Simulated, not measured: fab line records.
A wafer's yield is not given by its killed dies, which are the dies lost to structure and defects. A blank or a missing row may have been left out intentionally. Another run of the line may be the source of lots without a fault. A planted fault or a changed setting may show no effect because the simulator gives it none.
Which of the tools did it? + flow nand harc + at 1 step of a route of 1302, 6 lots with 17 wafers sampled

WHAT THE GAUGES READ, wafer by wafer
NHARC_A_M0_THK_MEAS_24: measures by xrf.
| lot  | measured     | on            | thk nm (nm)       |
|------|--------------|---------------|-------------------|
| L452 | day 23 16:45 | film metro-02 | 113.1 111.0 112.2 |
| L456 | day 25 08:46 | film metro-01 | 112.1 113.5 112.0 |
| L460 | day 26 17:55 | film metro-01 | 115.5 112.9 115.4 |
| L462 | day 29 04:11 | film metro-02 | 113.3 115.6 114.6 |
| L466 | day 30 02:00 | film metro-01 | 112.6 116.2       |
| L469 | day 31 07:10 | film metro-01 | 114.0 111.9 113.1 |

TOOL THAT RAN EACH LOT (tool first, then ch and the chambers of the sampled wafers, then the start)
No process step before these readings appears in the record.

THE ANSWER, worked out from the rows above alone
Rule: what is usual is taken from the lots themselves. The widest of any qualifying gaps counts: lots, ordered by their means at a reading, are off when they make up no more than a third of the lots, leave a main group of 4 or more, and stand apart from it by 3 or more times the standard deviation of that group's means. A main group is skipped when, at the precision printed for the reading in the tables above, its means are all equal. Also off: a lot with no number at a reading for which 4 or more lots have one. The other lots that the step has rows for count as sound.
No lot is off at any reading shown: from this, nothing can be told.

WHAT HAD BEEN PUT IN BY THE SIMULATOR
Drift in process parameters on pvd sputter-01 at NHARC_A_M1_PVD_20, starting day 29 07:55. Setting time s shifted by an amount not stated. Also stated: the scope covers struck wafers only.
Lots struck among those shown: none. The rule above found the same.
